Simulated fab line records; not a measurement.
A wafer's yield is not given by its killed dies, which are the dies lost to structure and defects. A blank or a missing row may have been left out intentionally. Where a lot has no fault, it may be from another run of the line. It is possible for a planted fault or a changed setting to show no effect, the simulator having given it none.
Which of the tools did it? / flow n5Finfet / 30 wafers sampled from 10 lots at 1 step of a route of 1938

## WHAT THE GAUGES SHOWED, per wafer
N5_MIM_TOP_LITHO_OVL_MEAS_11. Usual: MIM_TOP_OVL gives -1 nm (standard deviation 5.6).
lot=L540; measured=day 12 07:32; on=overlay-02; MIM_TOP_OVL (nm)=9 1 5; flag=
lot=L539; measured=day 12 07:46; on=overlay-01; MIM_TOP_OVL (nm)=-2 -12 1; flag=
lot=L543; measured=day 13 11:46; on=overlay-01; MIM_TOP_OVL (nm)=1 -6 -8; flag=
lot=L544; measured=day 14 13:41; on=overlay-02; MIM_TOP_OVL (nm)=-1 1 -5; flag=
lot=L550; measured=day 15 23:50; on=overlay-02; MIM_TOP_OVL (nm)=-6 -5 -5; flag=
lot=L555; measured=day 16 21:25; on=overlay-02; MIM_TOP_OVL (nm)=2 5 -3; flag=
lot=L552; measured=day 16 21:34; on=overlay-01; MIM_TOP_OVL (nm)=-2 10 0; flag=
lot=L558; measured=day 17 10:25; on=overlay-01; MIM_TOP_OVL (nm)=-2 2 4; flag=
lot=L557; measured=day 18 05:26; on=overlay-02; MIM_TOP_OVL (nm)=3 -5 -3; flag=
lot=L559; measured=day 18 09:36; on=overlay-02; MIM_TOP_OVL (nm)=-5 -11 1; flag=

## TOOL THAT RAN EACH LOT (tool first, then ch and the chambers of the sampled wafers, then the start)
No process step before these readings appears in the record.

## WHAT THE TOOLS THEMSELVES READ (means of the sampled wafers that have a number; where no wafer has one, the mark that the record gives instead)
The record holds no such reading with a usual standard deviation.

## THE ANSWER, worked out from the rows above alone
Rule: take the mean of a lot's wafers that have a number; if it is more than 3 standard deviations from the usual mean, the lot is off. A lot without any number at a reading at which 4 lots or more have one is off too. Any other lot the step has rows for is counted as sound. First the gauges in route order, then the tools' own readings, where a lot's mean is used as printed above. At the first step where some lot is off, the reading lying furthest off is the one used; lots without a number count as furthest.
None of the lots is off at any reading shown; this tells nothing.

## WHAT WAS PUT IN BY THE SIMULATOR
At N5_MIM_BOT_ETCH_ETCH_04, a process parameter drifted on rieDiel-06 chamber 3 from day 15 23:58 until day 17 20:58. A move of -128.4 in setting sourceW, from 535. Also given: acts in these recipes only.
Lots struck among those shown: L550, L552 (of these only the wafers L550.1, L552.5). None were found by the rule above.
